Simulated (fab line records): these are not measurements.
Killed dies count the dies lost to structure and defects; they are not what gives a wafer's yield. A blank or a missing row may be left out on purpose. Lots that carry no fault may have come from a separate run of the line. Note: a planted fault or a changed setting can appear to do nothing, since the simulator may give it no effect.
Struck lot and sound lot, side by side + flow n5_finfet + 18 steps out of a route of 1938
Sound: wafers L528.1, L528.4, L528.5. Wafers struck: L538.1, L538.4, L538.5. The cause is given at the end.
Order at every step that has rows: each side's tool, ch and its chambers, its first start. Under that, the readings that differ: sound wafers + struck wafers + difference of the means + sigmas: that difference in standard deviations of wafers without a fault.
alike: readings with means less than 2 such deviations apart, plus words and numbers identical on both sides. not compared: withheld readings, readings lacking a value on some wafer, bounds such as >300 that could conceal the same value, and numbers that have no deviation in the record and whose values overlap.
The two part at a step that has a row with sigmas, a row that says differs or no value, or rows on one side only. Non-overlapping numbers with no deviation appear without sigmas and do not part them. A reading that every wafer of one side lacks parts them only if that side has two wafers or more.

first, 1 step without rows for these wafers: N5_BEOL_M10_STRIP_77 (strips in N2/H2, time 10 s).
N5_BEOL_M10_OCD_MEAS_38:
  sound on ocd-02, day 13 07:28; struck on ocd-01, day 17 06:44
  alike: trench_depth_nm
then, 4 steps without rows for these wafers: N5_BEOL_M10_HM_STRIP_39 (strips TiN in peroxide tin strip, target depth 25 nm, time 158 s); N5_BEOL_M10_SRD_40 (time 30 s); N5_BEOL_M10_PRECLEAN_42 (cleans in residue remover, time 60 s); N5_BEOL_M10_SRD_43 (time 30 s).
N5_BEOL_M10_CD_MEAS_35: the cd target is 70 nm.
  sound on cd_sem-03, day 13 07:37; struck on cd_sem-01, day 17 06:53
| reading    | sound          | struck         | difference | sigmas |
|------------|----------------|----------------|------------|--------|
| cd_nm (nm) | 69.7 70.8 70.4 | 68.8 69.9 68.7 | -1.2       | -2     |
N5_BEOL_M10_CURE_72: cures SiCOH lowk, time 120 s.
  sound on uv_cure-02 ch 0, day 13 07:40; struck on uv_cure-02 ch 1, day 17 06:56
  alike: lamp_power_pct, wafer_temp_C_max
N5_BEOL_M10_DEGAS_44: time 60 s.
  sound on pvd_sputter-02, day 13 08:05; struck on pvd_sputter-02, day 17 07:29
  alike: heater_power_w, susceptor_temp_C
then, 2 steps without rows for these wafers: N5_BEOL_M10_PRE_CLEAN_45 (time 30 s); N5_BEOL_M10_ALD_74 (deposits TaN, target thk 2 nm, pulse time 2 s, purge time 3 s).
N5_BEOL_M10_SURFACE_TREAT_76:
  sound on pvd_sputter-02, day 13 08:29; struck on pvd_sputter-02, day 17 08:16
  alike: ar_flow_sccm
  not compared: throttle_valve_pct
N5_BEOL_M10_CVD_75: deposits Co from CCTBA/H2, target thk 2 nm, time 138.9 s.
  sound on cvd_co-02 ch 0,1, day 13 08:40; struck on cvd_co-01 ch 0,1, day 17 08:50
N5_BEOL_M10_SPUTTER_48: material Cu, target thk 12 nm, time 2 s.
  sound on pvd_sputter-03, day 13 08:46; struck on pvd_sputter-02, day 17 08:56
  alike: susceptor_temp_C, throttle_valve_pct
then, 1 step without rows for these wafers: N5_BEOL_M10_ECD_50 (material Cu, target thk 318 nm).
N5_BEOL_M10_ANNEAL_51: time 90 s.
  sound on rtp_anneal-02 ch 0, day 13 09:10; struck on rtp_anneal-01 ch 0, day 17 09:19
  alike: wafer_temp_C_max
N5_BEOL_M10_CMP_52: polishes, stops on SiCOH lowk, t overpolish 7 s, target thk 140 nm.
  sound on cmp-03 ch 0,2,3, day 13 09:33; struck on cmp-04 ch 1,2,3, day 17 09:39
| reading                      | sound          | struck         | difference | sigmas |
|------------------------------|----------------|----------------|------------|--------|
| barrier_field_endpoint_s (s) | 28.1 28.8 28.5 | 31.3 32.4 33.0 | +3.8       | +4     |
| time_to_endpoint_s (s)       | 66 65 62       | 68 74 76       | +8         | +2     |
  alike: motor_current_A, overpolish_run_s
N5_BEOL_M10_THK_MEAS_53: measures by xrf.
  sound on film_metro-01, day 13 09:46; struck on film_metro-02, day 17 09:55
  alike: M10_THK

## WHERE THEY PART
Last at N5_BEOL_M10_CMP_52 as far as this record goes, first at N5_BEOL_M10_CD_MEAS_35. Later steps at which nothing parts them and some readings are alike: N5_BEOL_M10_THK_MEAS_53.

WHY: what had been put in by the simulator
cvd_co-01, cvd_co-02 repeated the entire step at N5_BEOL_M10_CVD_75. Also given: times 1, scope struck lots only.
